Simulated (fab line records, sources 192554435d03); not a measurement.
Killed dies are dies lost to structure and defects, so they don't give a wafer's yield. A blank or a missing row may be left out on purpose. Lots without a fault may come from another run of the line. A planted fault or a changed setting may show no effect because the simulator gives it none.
Chamber matching | flow n5_finfet | N5_BEOL_M15_ETCH_59 on rie_diel-02: 4 sister chambers
The step etches BARC in N2/H2, target depth 89 nm, overetch 26.7 nm, time 67.9 s. 8 wafers are shown with their chamber, then 11 later ones without.

WAFERS WITH THEIR CHAMBER
wafer  | chamber | showerhead_plenum_p_Torr (Torr) | throttle_valve_pct (%)
L081.2 | 0       | 2.60                            | 17.24
L082.6 | 0       | 2.60                            | 17.24
L083.1 | 1       | 2.41                            | 17.97
L083.3 | 2       | 2.61                            | 17.86
L083.4 | 1       | 2.41                            | 17.95
L083.5 | 3       | 2.38                            | 17.79
L083.6 | 2       | 2.61                            | 17.87
L084.1 | 3       | 2.37                            | 17.79

WAFERS WITHOUT THEIR CHAMBER
wafer  | showerhead_plenum_p_Torr (Torr) | throttle_valve_pct (%)
L084.2 | 2.41                            | 17.95
L084.3 | 2.61                            | 17.89
L084.4 | 2.41                            | 17.95
L084.5 | 2.37                            | 17.79
L084.6 | 2.61                            | 17.89
L088.1 | 2.61                            | 17.88
L088.3 | 2.37                            | 17.80
L088.6 | 2.61                            | 17.89
L089.2 | 2.41                            | 17.98
L089.3 | 2.60                            | 17.89
L089.5 | 2.60                            | 17.92

WHICH CHAMBER EACH WENT THROUGH
wafer  | from the rows above | in truth
L084.2 | 1                   | 1
L084.3 | 2                   | 2
L084.4 | 1                   | 1
L084.5 | 3                   | 3
L084.6 | 2                   | 2
L088.1 | 2                   | 2
L088.3 | 3                   | 3
L088.6 | 2                   | 2
L089.2 | 1                   | 1
L089.3 | 2                   | 2
L089.5 | 2                   | 2
Placed correctly: 11 of 11. Can't be placed from these rows: 0. Placed wrongly: 0.
How it was worked out, from the rows above alone: a wafer's distance from a chamber is the root of the sum, over the readings, of the square of ((its reading less the chamber's mean) divided by the reading's scatter). The wafer belongs to the nearest chamber; if the next one is less than 2 further off, it can't be placed. A chamber's mean is the mean of its shown wafers. The scatter: the root of (the sum of the squares of (reading less its chamber's mean) over the shown wafers, divided by (wafers less chambers)).
